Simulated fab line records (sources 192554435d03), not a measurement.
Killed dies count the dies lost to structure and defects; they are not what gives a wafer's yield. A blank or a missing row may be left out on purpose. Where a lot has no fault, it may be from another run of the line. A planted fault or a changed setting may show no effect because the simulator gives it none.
What tool caused it? + flow n5_finfet + 11 lots with 33 wafers sampled at 4 steps, on a route of 1938 steps

== WHAT THE GAUGES SHOWED, per wafer ==
N5_BEOL_M6_INSPECT_30: inspects for defects (brightfield). Usual: raw_defect_count 398, standard deviation 97.
| lot  | measured     | on                | raw_defect_count | flag |
|------|--------------|-------------------|------------------|------|
| L585 | day 9 16:33  | defect_inspect-02 | 518 462 389      |      |
| L584 | day 10 08:38 | defect_inspect-02 | 395 415 352      |      |
| L587 | day 10 19:41 | defect_inspect-01 | 256 396 219      |      |
| L590 | day 11 17:29 | defect_inspect-02 | 512 534 488      |      |
| L597 | day 13 21:40 | defect_inspect-02 | 448 611 701      |      |
| L598 | day 13 23:34 | defect_inspect-02 | 487 400 334      |      |
| L602 | day 14 11:47 | defect_inspect-01 | 338 286 354      |      |
| L601 | day 14 11:50 | defect_inspect-02 | 250 332 367      |      |
| L604 | day 14 11:52 | defect_inspect-01 | 486 452 342      |      |
| L605 | day 15 10:22 | defect_inspect-01 | 445 446 379      |      |
| L603 | day 16 08:41 | defect_inspect-02 | 304 357 326      |      |

N5_BEOL_M6_CD_MEAS_35: target cd 40 nm, target cd y 28 nm. Usual: cd_nm 40.1 nm, standard deviation 0.45.
| lot  | measured     | on        | cd_nm (nm)     | flag |
|------|--------------|-----------|----------------|------|
| L585 | day 9 17:10  | cd_sem-01 | 39.6 40.1 39.7 |      |
| L584 | day 10 09:15 | cd_sem-01 | 40.3 40.6 40.0 |      |
| L587 | day 10 20:43 | cd_sem-02 | 39.9 40.3 39.4 |      |
| L590 | day 11 18:05 | cd_sem-02 | 39.8 40.2 39.7 |      |
| L597 | day 13 22:22 | cd_sem-02 | 40.2 39.8 39.9 |      |
| L598 | day 14 00:21 | cd_sem-02 | 40.7 40.7 40.4 |      |
| L602 | day 14 12:29 | cd_sem-01 | 40.9 40.5 40.1 |      |
| L601 | day 14 12:32 | cd_sem-02 | 40.4 39.8 40.0 |      |
| L604 | day 14 12:38 | cd_sem-02 | 40.3 40.0 40.5 |      |
| L605 | day 15 11:22 | cd_sem-02 | 39.5 40.6 40.2 |      |
| L603 | day 16 09:49 | cd_sem-01 | 40.5 40.5 40.4 |      |

== TOOL THAT RAN EACH LOT (tool first, then ch and the chambers of the sampled wafers, then the start) ==
| lot  | N5_BEOL_M6_ETCH_66                 | N5_BEOL_M6_TRENCH_ETCH_37          |
|------|------------------------------------|------------------------------------|
| L585 | rie_diel-01 ch 0,1,3, day 9 16:40  | rie_diel-01 ch 0,1,3, day 9 16:52  |
| L584 | rie_diel-01 ch 1,2, day 10 08:45   | rie_diel-01 ch 1,2, day 10 08:56   |
| L587 | rie_diel-05 ch 1,2, day 10 20:13   | rie_diel-05 ch 1,2, day 10 20:25   |
| L590 | rie_diel-01 ch 0,1,3, day 11 17:35 | rie_diel-01 ch 0,1,3, day 11 17:47 |
| L597 | rie_diel-01 ch 0,3, day 13 21:48   | rie_diel-01 ch 0,3, day 13 21:59   |
| L598 | rie_diel-04 ch 0,1,2, day 13 23:40 | rie_diel-04 ch 0,1,2, day 13 23:52 |
| L602 | rie_diel-01 ch 1,2,3, day 14 11:59 | rie_diel-01 ch 1,2,3, day 14 12:11 |
| L601 | rie_diel-04 ch 0,1,3, day 14 12:02 | rie_diel-04 ch 0,1,3, day 14 12:14 |
| L604 | rie_diel-05 ch 0,2, day 14 12:06   | rie_diel-05 ch 0,2, day 14 12:17   |
| L605 | rie_diel-01 ch 0,2,3, day 15 10:52 | rie_diel-01 ch 0,2,3, day 15 11:03 |
| L603 | rie_diel-05 ch 1,2, day 16 09:19   | rie_diel-05 ch 1,2, day 16 09:30   |
- N5_BEOL_M6_ETCH_66: etches SOC in N2/H2, target depth 80 nm, overetch 16 nm, time 120 s.
- N5_BEOL_M6_TRENCH_ETCH_37: etches SiCOH lowk in C4F6/O2, target depth 94.435 nm, time 31.5 s.

== WHAT THE TOOLS THEMSELVES READ (means of the sampled wafers that have a number; where no wafer has one, the mark that the record gives instead) ==
N5_BEOL_M6_ETCH_66. Usual: bias_w 150.0 W, standard deviation 0.45; drypump_motor_current_A 5.7 A, standard deviation 0.48; oes_product_au 0.60 a.u., standard deviation 0.063; rf_vpp_V 523.3 V, standard deviation 2.6; showerhead_plenum_p_Torr 2.52 Torr, standard deviation 0.087; throttle_valve_pct 17.88 %, standard deviation 0.25.
| lot  | tool        | bias_w (W) | drypump_motor_current_A (A) | oes_product_au (a.u.) | rf_vpp_V (V) | showerhead_plenum_p_Torr (Torr) | throttle_valve_pct (%) | flag |
|------|-------------|------------|-----------------------------|-----------------------|--------------|---------------------------------|------------------------|------|
| L585 | rie_diel-01 | 149.8      | 5.5                         | 0.56                  | 522.0        | 2.49                            | 17.89                  |      |
| L584 | rie_diel-01 | 149.9      | 6.0                         | 0.55                  | 521.1        | 2.45                            | 17.96                  |      |
| L587 | rie_diel-05 | 150.2      | 5.4                         | 0.61                  | 526.3        | 2.58                            | 17.93                  |      |
| L590 | rie_diel-01 | 150.4      | 5.5                         | 0.61                  | 522.8        | 2.48                            | 17.78                  |      |
| L597 | rie_diel-01 | 150.4      | 5.2                         | 0.63                  | 523.8        | 2.54                            | 17.63                  |      |
| L598 | rie_diel-04 | 150.4      | 5.8                         | 0.62                  | 522.6        | 2.49                            | 17.68                  |      |
| L602 | rie_diel-01 | 150.0      | 5.7                         | 0.63                  | 523.1        | 2.49                            | 17.68                  |      |
| L601 | rie_diel-04 | 150.0      | 6.1                         | 0.59                  | 522.6        | 2.51                            | 17.68                  |      |
| L604 | rie_diel-05 | 149.7      | 5.7                         | 0.60                  | 525.7        | 2.60                            | 18.00                  |      |
| L605 | rie_diel-01 | 149.3      | 5.5                         | 0.64                  | 522.9        | 2.50                            | 17.78                  |      |
| L603 | rie_diel-05 | 150.1      | 5.4                         | 0.65                  | 524.8        | 2.56                            | 17.85                  |      |

N5_BEOL_M6_TRENCH_ETCH_37. Usual: bias_w 185.0 W, standard deviation 0.62; drypump_motor_current_A 5.7 A, standard deviation 0.48; oes_product_au 0.78 a.u., standard deviation 0.083; rf_vpp_V 663 V, standard deviation 7; showerhead_plenum_p_Torr 2.83 Torr, standard deviation 0.096; throttle_valve_pct 21.00 %, standard deviation 0.22.
| lot  | tool        | bias_w (W) | drypump_motor_current_A (A) | oes_product_au (a.u.) | rf_vpp_V (V) | showerhead_plenum_p_Torr (Torr) | throttle_valve_pct (%) | flag |
|------|-------------|------------|-----------------------------|-----------------------|--------------|---------------------------------|------------------------|------|
| L585 | rie_diel-01 | 185.1      | 5.5                         | 0.73                  | 665          | 2.79                            | 20.96                  |      |
| L584 | rie_diel-01 | 179.7      | 5.9                         | 0.70                  | 641          | 2.74                            | 21.01                  | OFF  |
| L587 | rie_diel-05 | 185.4      | 5.4                         | 0.79                  | 666          | 2.89                            | 21.04                  |      |
| L590 | rie_diel-01 | 182.2      | 5.5                         | 0.80                  | 656          | 2.78                            | 20.87                  | OFF  |
| L597 | rie_diel-01 | 185.4      | 5.2                         | 0.83                  | 666          | 2.85                            | 20.78                  |      |
| L598 | rie_diel-04 | 184.9      | 5.8                         | 0.80                  | 656          | 2.78                            | 20.83                  |      |
| L602 | rie_diel-01 | 185.4      | 5.7                         | 0.84                  | 659          | 2.79                            | 20.81                  |      |
| L601 | rie_diel-04 | 184.8      | 6.1                         | 0.77                  | 660          | 2.82                            | 20.88                  |      |
| L604 | rie_diel-05 | 184.4      | 5.7                         | 0.79                  | 668          | 2.91                            | 21.13                  |      |
| L605 | rie_diel-01 | 184.7      | 5.5                         | 0.84                  | 660          | 2.80                            | 20.91                  |      |
| L603 | rie_diel-05 | 185.0      | 5.4                         | 0.84                  | 666          | 2.88                            | 20.99                  |      |

== THE ANSWER, worked out from the rows above alone ==
Rule: a lot counts as off when the mean over its wafers that have a number is more than 3 standard deviations away from the usual mean. Also off: a lot with no number at a reading for which 4 or more lots have one. Any other lot the step has rows for is counted as sound. First the gauges in route order, then the tools' own readings, where a lot's mean is used as printed above. The first step at which some lot is off is used, and at that step the reading that is off furthest; a lot without a number counts as furthest.
Off at N5_BEOL_M6_TRENCH_ETCH_37 (bias_w): L584, L590.
A tool fits if, at that step or a process step before it, it ran every lot that is off, and no sound lot after the first of them. No candidate that was tried fits.

== WHAT THE SIMULATOR PUT IN ==
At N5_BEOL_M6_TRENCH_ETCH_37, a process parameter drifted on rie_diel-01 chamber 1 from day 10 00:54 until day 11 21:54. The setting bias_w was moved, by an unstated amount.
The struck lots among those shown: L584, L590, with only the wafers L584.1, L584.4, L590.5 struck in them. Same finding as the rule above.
